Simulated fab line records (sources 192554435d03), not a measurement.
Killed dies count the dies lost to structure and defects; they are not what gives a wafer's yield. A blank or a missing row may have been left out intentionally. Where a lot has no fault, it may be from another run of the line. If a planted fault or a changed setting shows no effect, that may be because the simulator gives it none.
Split-lot trial + flow n5_finfet + route with 1938 steps; 7 lots, 21 wafers read

== ABOUT THE SPLIT ==
At N5_PASSIVATION_EXPOSE_41 (exposes mask PASS OPEN, defocus 0 nm, target cd 40000 nm), the setting dose_mj was moved away from the recipe's 57.25 on 6 of the 21 wafers read, by -5.3% to +5.9%. The other wafers ran this setting at the recipe's value.

== FROM THE SPLIT TO THE READING: what the file shows between them, 3 steps ==
- N5_PASSIVATION_PEB_42
- N5_PASSIVATION_DEVELOP_43: develop time 60 s
- N5_PASSIVATION_HARDBAKE_45: time 120 s

== THE READING ==
At N5_PASSIVATION_CD_MEAS_44: cd_nm in nanometres, against a target cd of 40000 nm. A value of 40001 nm with a standard deviation of 3 nm is what fault-free wafers of this fab line usually give.

| wafer  | tool, chamber at the split | dose_mj as run | against the recipe | cd_nm, nm | against lot-mates on the recipe |
|--------|----------------------------|----------------|--------------------|-----------|---------------------------------|
| L079.3 | krf_scanner-02, 0          | 57.25          | recipe             | 39999     | -                               |
| L079.5 | krf_scanner-02, 0          | 57.25          | recipe             | 40004     | -                               |
| L079.6 | krf_scanner-02, 0          | 57.25          | recipe             | 39997     | -                               |
| L084.1 | krf_scanner-01, 0          | 57.25          | recipe             | 40003     | -                               |
| L084.2 | krf_scanner-01, 0          | 54.23          | -5.3%              | 39988     | -17                             |
| L084.6 | krf_scanner-01, 0          | 57.25          | recipe             | 40007     | -                               |
| L085.2 | krf_scanner-02, 0          | 57.25          | recipe             | 40000     | -                               |
| L085.5 | krf_scanner-02, 0          | 57.25          | recipe             | 40003     | -                               |
| L085.6 | krf_scanner-02, 0          | 57.25          | recipe             | 40004     | -                               |
| L091.1 | krf_scanner-02, 0          | 57.25          | recipe             | 39999     | -                               |
| L091.4 | krf_scanner-02, 0          | 57.25          | recipe             | 39998     | -                               |
| L091.5 | krf_scanner-02, 0          | 57.25          | recipe             | 39999     | -                               |
| L092.3 | krf_scanner-01, 0          | 60.6           | +5.9%              | 40022     | +21                             |
| L092.4 | krf_scanner-01, 0          | 57.25          | recipe             | 40001     | -                               |
| L092.5 | krf_scanner-01, 0          | 60.6           | +5.9%              | 40028     | +27                             |
| L096.2 | krf_scanner-02, 0          | 57.25          | recipe             | 40006     | -                               |
| L096.3 | krf_scanner-02, 0          | 55.85          | -2.4%              | 39988     | -18                             |
| L096.4 | krf_scanner-02, 0          | 55.85          | -2.4%              | 39995     | -11                             |
| L097.1 | krf_scanner-02, 0          | 57.25          | recipe             | 40001     | -                               |
| L097.2 | krf_scanner-02, 0          | 59.28          | +3.5%              | 40011     | +9                              |
| L097.4 | krf_scanner-02, 0          | 57.25          | recipe             | 40003     | -                               |

FIT RESULTS
A straight line over all 21 wafers: cd_nm changes by +3.54 nm for each +1% of dose_mj; r = +0.93; the points scatter about the line by 3.4 nm.
The same after taking each lot's own level away (the mean of its wafers on the recipe; 21 wafers): +3.94 nm for each +1%; r = +0.96; scatter 3 nm.
On that fit, the largest move of dose_mj shifts the reading by 23 nm.
Across the lots, their own levels run from 39998.7 to 40006.0 nm, a range of 2.4 times the standard deviation given above.
In other words, the slope is changed by the lot-to-lot level; the two fits disagree.
Check: with one of the wafers moved furthest among these (+5.9%) left out of the fit, the line predicts +23.3 nm for it against its lot-mates. It came out at +21 nm against them.

== ADDITIONAL SPLITS CARRIED BY THESE WAFERS ==
Other splits were also applied to these wafers ahead of the reading. Each is held against what the fit with the lots' levels taken away leaves over:
| other split on the same wafers | wafers away from the commonest value | r with cd_nm (lot level and that fit taken away) |
|--------------------------------|--------------------------------------|--------------------------------------------------|
| N5_BEOL_M14_EXPOSE_07 dose_mj  | 5                                    | +0.00                                            |
| N5_BEOL_M14_EXPOSE_25 dose_mj  | 8                                    | -0.13                                            |
| N5_BEOL_M14_DESCUM_33 time_s   | 6                                    | +0.04                                            |
| N5_MIM_BOT_SPUTTER_00 time_s   | 6                                    | +0.21                                            |
| N5_MIM_BOT_ETCH_ETCH_04 time_s | 10                                   | +0.40                                            |
| N5_PASSIVATION_ETCH_59 time_s  | 8                                    | -0.19                                            |

== THE FILE'S OWN FIT ==
cd_nm changes by +3.71 nm for each +1% of dose_mj, r = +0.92.
